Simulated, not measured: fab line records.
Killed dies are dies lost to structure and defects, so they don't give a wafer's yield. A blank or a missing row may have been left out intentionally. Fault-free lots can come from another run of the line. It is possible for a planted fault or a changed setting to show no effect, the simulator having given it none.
Chamber matching | flow n5 finfet | N5_STI_FIN_REVEAL_ETCH_34 on rie si-04 has 4 sister chambers
The step etches Si in H2, material Si, target depth 0.97 nm. 4 wafers are shown with their chamber, then 7 later ones without.

WAFERS WITH THEIR CHAMBER
wafer  | chamber | drypump motor current A (A)
L083.1 | 0       | 4.8
L083.3 | 1       | 5.7
L090.3 | 2       | 5.7
L090.4 | 3       | 6.4

WAFERS WITH NO CHAMBER GIVEN
wafer  | drypump motor current A (A)
L090.6 | 4.8
L093.1 | 6.5
L093.3 | 5.7
L093.4 | 5.8
L097.2 | 5.6
L097.3 | 4.9
L097.6 | 6.5

EACH ONE'S CHAMBER
wafer  | from the rows above     | in truth
L090.6 | 0                       | 0
L093.1 | 3                       | 3
L093.3 | can't be placed: 1 or 2 | 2
L093.4 | can't be placed: 1 or 2 | 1
L097.2 | can't be placed: 1 or 2 | 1
L097.3 | 0                       | 0
L097.6 | 3                       | 3
Correct placement for 4 of the 7. Unplaceable from these rows: 3, with the true chamber sitting among the candidates in 3. Number placed wrongly: 0.
How it was worked out, from the rows above alone: a wafer's distance from a chamber is the root of the sum, over the readings, of the square of ((its reading less the chamber's mean) divided by the reading's scatter). If the next closest chamber is less than 2 further off than the closest, the wafer can't be placed; otherwise it belongs to the closest. For every chamber, the mean is computed from those of its wafers that are shown. The scatter: with one shown wafer a chamber, the root of the mean of the squares of how far each hidden wafer lies from its nearest shown one.
